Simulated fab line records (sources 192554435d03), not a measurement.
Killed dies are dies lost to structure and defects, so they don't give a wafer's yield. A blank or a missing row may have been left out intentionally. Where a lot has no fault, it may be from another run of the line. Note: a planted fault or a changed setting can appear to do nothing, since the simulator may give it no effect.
Chamber matching | flow n5-finfet | rie-diel-06 running N5_BEOL_M14_DESCUM_15: 4 sister chambers
The step chemistry O2, time 7.9 s. 8 wafers are shown with their chamber, then 8 later ones without.

## WAFERS PAIRED WITH THEIR CHAMBERS
wafer  | chamber | oes-product-au (a.u.) | throttle-valve-pct (%)
L080.5 | 3       | 0.90                  | 20.66
L082.2 | 3       | 0.90                  | 20.68
L082.4 | 2       | 0.75                  | 20.33
L082.5 | 0       | 0.86                  | 20.43
L084.1 | 2       | 0.74                  | 20.34
L084.2 | 1       | 0.71                  | 20.67
L084.4 | 0       | 0.84                  | 20.41
L089.1 | 1       | 0.71                  | 20.67

## WAFERS WITH NO CHAMBER GIVEN
wafer  | oes-product-au (a.u.) | throttle-valve-pct (%)
L089.3 | 0.74                  | 20.34
L089.4 | 0.89                  | 20.67
L093.1 | 0.87                  | 20.68
L093.4 | 0.84                  | 20.45
L093.5 | 0.88                  | 20.69
L091.2 | 0.88                  | 20.68
L091.4 | 0.83                  | 20.45
L091.5 | 0.84                  | 20.42

## WHICH CHAMBER EACH ONE RAN IN
wafer  | from the rows above | in truth
L089.3 | 2                   | 2
L089.4 | 3                   | 3
L093.1 | 3                   | 3
L093.4 | 0                   | 0
L093.5 | 3                   | 3
L091.2 | 3                   | 3
L091.4 | 0                   | 0
L091.5 | 0                   | 0
8 of 8 placed correctly. Not placeable from these rows: 0. Placed wrongly: 0.
How it was worked out, from the rows above alone: a wafer's distance from a chamber is the root of the sum, over the readings, of the square of ((its reading less the chamber's mean) divided by the reading's scatter). If the next closest chamber is less than 2 further off than the closest, the wafer can't be placed; otherwise it belongs to the closest. For every chamber, the mean is computed from those of its wafers that are shown. The scatter: take each reading less its chamber's mean, square it, sum over the shown wafers, divide by the number of wafers less the number of chambers, and take the root.
